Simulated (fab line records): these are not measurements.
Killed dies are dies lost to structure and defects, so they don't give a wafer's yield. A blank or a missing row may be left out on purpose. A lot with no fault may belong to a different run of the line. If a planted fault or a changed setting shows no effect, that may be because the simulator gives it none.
Matching of chambers ; flow n5_finfet ; uv_cure-02 running N5_BEOL_M5_CURE_80: 3 sister chambers
The step cures SiCOH lowk, time 120 s. 3 wafers are shown with their chamber, then 8 later ones without.

## WAFERS PAIRED WITH THEIR CHAMBERS
wafer;chamber;wafer_temp_C_max
L078.6;0;372.4
L090.6;1;371.7
L089.2;2;371.4

## WAFERS WITH NO CHAMBER GIVEN
wafer;wafer_temp_C_max
L089.4;371.2
L089.6;371.0
L093.2;372.0
L093.4;372.2
L093.5;372.9
L097.1;372.1
L097.2;371.4
L097.6;372.3

## WHICH CHAMBER EACH WENT THROUGH
wafer;from the rows above;in truth
L089.4;can't be placed: 2 or 1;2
L089.6;can't be placed: 2 or 1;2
L093.2;can't be placed: 1 or 0 or 2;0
L093.4;can't be placed: 0 or 1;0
L093.5;0;0
L097.1;can't be placed: 0 or 1 or 2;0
L097.2;can't be placed: 2 or 1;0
L097.6;can't be placed: 0 or 1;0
Correctly placed: 1 of 8. Can't be placed from these rows: 7 (the true chamber is among the candidates in 6). 0 placed wrongly.
How it was worked out, from the rows above alone: a wafer's distance from a chamber is the root of the sum, over the readings, of the square of ((its reading less the chamber's mean) divided by the reading's scatter). The wafer belongs to the nearest chamber; if the next one is less than 2 further off, it can't be placed. The mean given for a chamber averages the wafers shown for that chamber. The scatter: with one shown wafer a chamber, the root of the mean of the squares of how far each hidden wafer lies from its nearest shown one.
